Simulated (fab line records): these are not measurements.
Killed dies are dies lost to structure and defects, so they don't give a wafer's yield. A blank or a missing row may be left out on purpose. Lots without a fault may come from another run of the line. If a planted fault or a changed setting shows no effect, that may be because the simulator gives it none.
The tool behind it: which one? | flow n5 finfet | 12 lots, 36 wafers sampled, at 3 steps of a route of 1938

## WHAT THE GAUGES SHOWED, per wafer
N5_BEOL_M10_INSPECT_58: inspects for defects (darkfield).
lot  | measured     | on                | raw defect count
L076 | day 10 11:01 | defect inspect-02 | 73 51 68
L079 | day 10 19:02 | defect inspect-02 | 50 90 68
L078 | day 10 19:39 | defect inspect-02 | 62 92 47
L080 | day 11 14:24 | defect inspect-01 | 50 54 68
L084 | day 12 11:35 | defect inspect-01 | 60 83 31
L085 | day 12 21:40 | defect inspect-02 | 83 39 43
L088 | day 13 18:16 | defect inspect-01 | 45 49 86
L091 | day 14 09:34 | defect inspect-01 | 79 74 74
L089 | day 14 07:10 | defect inspect-01 | 94 38 64
L092 | day 14 15:35 | defect inspect-02 | 75 59 51
L095 | day 15 15:20 | defect inspect-01 | 109 96 43
L097 | day 15 22:42 | defect inspect-02 | 113 76 83

## TOOL THAT RAN EACH LOT (tool first, then ch and the chambers of the sampled wafers, then the start)
lot  | N5_BEOL_M9_STRIP_36                | N5_BEOL_M10_PRE_CLEAN_45
L076 | rie diel-05 ch 0,2,3, day 9 23:29  | pvd sputter-03, day 10 08:08
L079 | rie diel-05 ch 1,2,3, day 10 06:47 | pvd sputter-01, day 10 16:35
L078 | rie diel-05 ch 0,1,2, day 10 08:53 | pvd sputter-02, day 10 17:47
L080 | rie diel-02 ch 1,2,3, day 11 02:23 | pvd sputter-01, day 11 12:50
L084 | rie diel-02 ch 0,3, day 11 23:11   | pvd sputter-03, day 12 09:43
L085 | rie diel-04 ch 0,1, day 12 05:26   | pvd sputter-01, day 12 19:56
L088 | rie diel-05 ch 0,3, day 13 03:09   | pvd sputter-02, day 13 16:40
L091 | rie diel-02 ch 0,2, day 13 20:39   | pvd sputter-02, day 14 07:43
L089 | rie diel-02 ch 1,2, day 13 22:49   | pvd sputter-01, day 14 05:10
L092 | rie diel-04 ch 0,1,2, day 14 07:23 | pvd sputter-01, day 14 13:43
L095 | rie diel-02 ch 0,1, day 15 03:49   | pvd sputter-01, day 15 13:46
L097 | rie diel-05 ch 0,1, day 15 10:46   | pvd sputter-02, day 15 20:47
- N5_BEOL_M9_STRIP_36: strips in N2/H2.
- N5_BEOL_M10_PRE_CLEAN_45: time 30 s.

## THE ANSWER, worked out from the rows above alone
Rule: usual is defined by the lots themselves. The widest of any qualifying gaps counts: lots, ordered by their means at a reading, are off when they make up no more than a third of the lots, leave a main group of 4 or more, and stand apart from it by 3 or more times the standard deviation of that group's means. If all means in a main group match to the digits the tables above print for the reading, that group is not used. Also off: a lot with no number at a reading for which 4 or more lots have one. The other lots that the step has rows for count as sound.
No lot is off at any reading shown: from this, nothing can be told.

## WHAT THE SIMULATOR PUT IN
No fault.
